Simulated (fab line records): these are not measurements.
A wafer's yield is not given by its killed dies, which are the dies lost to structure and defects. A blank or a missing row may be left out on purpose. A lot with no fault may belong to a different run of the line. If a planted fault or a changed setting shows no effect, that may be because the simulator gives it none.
Matching of chambers -- flow n5_finfet -- N5_BEOL_M7_ILD_DEP_00 on pecvd-02: 3 sister chambers
The step deposits SiCOH lowk from DEMS/porogen, target thk 179.75 nm, time 33.4 s. 18 wafers are shown with their chamber, then 9 later ones without.

== EACH WAFER AND ITS CHAMBER ==
wafer,chamber,throttle_valve_pct (%),heater_power_w (W),heater_power_outer_w (W)
L075.1,1,14.7,309,164
L075.2,0,12.9,409,192
L075.5,0,13.0,422,187
L079.2,0,12.7,398,177
L079.3,1,14.7,301,158
L079.6,0,13.0,400,181
L080.3,1,14.7,294,151
L080.4,0,13.3,422,199
L080.6,0,12.8,334,135
L082.1,1,14.5,276,132
L082.2,0,13.2,394,183
L082.3,2,13.6,242,97
L085.1,2,13.2,227,85
L085.4,0,12.8,370,152
L085.5,2,13.5,233,90
L091.2,0,13.0,344,136
L091.4,0,13.1,353,144
L091.6,1,14.5,306,164

SIGNATURES (means of the wafers above)
reading,chamber 0,chamber 1,chamber 2,scatter within a chamber
throttle_valve_pct,12.980,14.620,13.433,0.173
heater_power_w,384.60,297.20,234.00,26
heater_power_outer_w,168.60,153.80,90.67,20.2
Rule: for each reading, subtract the chamber's mean from the wafer's reading, divide by that reading's scatter and square the result; add these up over the readings and take the root, which gives the wafer's distance from the chamber. If the next closest chamber is less than 2 further off than the closest, the wafer can't be placed; otherwise it belongs to the closest. The scatter: the root of (the sum of the squares of (reading less its chamber's mean) over the shown wafers, divided by (wafers less chambers)).

== WAFERS MISSING THEIR CHAMBER ==
wafer,throttle_valve_pct (%),heater_power_w (W),heater_power_outer_w (W)
L092.2,13.6,258,111
L092.4,14.4,312,166
L092.6,13.7,266,112
L093.2,14.9,287,149
L093.3,13.0,343,137
L093.5,14.8,289,151
L097.3,12.9,373,165
L097.5,14.5,280,140
L097.6,13.1,391,168

== EACH ONE'S CHAMBER ==
wafer,from the rows above,in truth
L092.2,2,2
L092.4,1,1
L092.6,2,2
L093.2,1,1
L093.3,0,0
L093.5,1,1
L097.3,0,0
L097.5,1,1
L097.6,0,0
Placed correctly: 9 of 9. Not placeable from these rows: 0. Number placed wrongly: 0.
